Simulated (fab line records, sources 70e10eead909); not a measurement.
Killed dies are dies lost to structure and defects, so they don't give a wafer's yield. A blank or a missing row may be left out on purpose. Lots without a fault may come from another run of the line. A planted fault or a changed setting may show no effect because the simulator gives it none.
Chamber matching | flow nand_harc | NHARC_A_STAIRCASE_DEP_471 on pecvd-01: 3 sister chambers
The step deposits SiO2, target thk 100 nm. 16 wafers are shown with their chamber, then 8 later ones without.

WAFERS WITH THEIR CHAMBER
wafer  | chamber | heater_power_w (W) | throttle_valve_pct (%) | flow_sccm (sccm)
L075.1 | 1       | 512                | 17.0                   | 2653
L075.2 | 2       | 559                | 16.5                   | 2649
L075.6 | 1       | 524                | 17.0                   | 2655
L076.3 | 2       | 632                | 16.3                   | 2649
L076.4 | 0       | 510                | 15.7                   | 2647
L076.5 | 2       | 656                | 16.3                   | 2645
L078.2 | 0       | 496                | 15.5                   | 2652
L078.5 | 0       | 492                | 15.5                   | 2660
L078.6 | 1       | 571                | 17.1                   | 2635
L082.1 | 2       | 614                | 15.7                   | 2649
L082.4 | 2       | 587                | 15.7                   | 2652
L082.5 | 0       | 470                | 15.7                   | 2637
L083.1 | 1       | 623                | 16.2                   | 2651
L083.3 | 2       | 617                | 15.5                   | 2636
L083.5 | 2       | 620                | 15.5                   | 2640
L085.2 | 1       | 647                | 16.1                   | 2650

SIGNATURES (means of the wafers above)
reading            | chamber 0 | chamber 1 | chamber 2 | scatter within a chamber
heater_power_w     | 492.00    | 575.40    | 612.14    | 40
throttle_valve_pct | 15.600    | 16.680    | 15.929    | 0.398
flow_sccm          | 2649.00   | 2648.80   | 2645.71   | 7.49
Rule: a wafer's distance from a chamber is the root of the sum, over the readings, of the square of ((its reading less the chamber's mean) divided by the reading's scatter). The wafer belongs to the nearest chamber; if the next one is less than 2 further off, it can't be placed. The scatter: the root of (the sum of the squares of (reading less its chamber's mean) over the shown wafers, divided by (wafers less chambers)).

WAFERS WITHOUT THEIR CHAMBER
wafer  | heater_power_w (W) | throttle_valve_pct (%) | flow_sccm (sccm)
L085.3 | 610                | 15.3                   | 2640
L085.5 | 648                | 16.0                   | 2653
L092.1 | 612                | 16.3                   | 2663
L092.3 | 543                | 15.6                   | 2646
L092.5 | 633                | 15.8                   | 2657
L095.1 | 545                | 15.8                   | 2651
L095.4 | 541                | 16.1                   | 2646
L095.6 | 630                | 15.7                   | 2647

WHICH CHAMBER EACH WENT THROUGH
wafer  | from the rows above          | in truth
L085.3 | can't be placed: 2 or 0      | 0
L085.5 | can't be placed: 2 or 1      | 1
L092.1 | can't be placed: 1 or 2 or 0 | 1
L092.3 | can't be placed: 0 or 2 or 1 | 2
L092.5 | can't be placed: 2 or 1      | 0
L095.1 | can't be placed: 0 or 2 or 1 | 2
L095.4 | can't be placed: 1 or 0 or 2 | 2
L095.6 | 2                            | 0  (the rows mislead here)
Placed correctly: 0 of 8. Can't be placed from these rows: 7 (the true chamber is among the candidates in 6). Placed wrongly: 1.
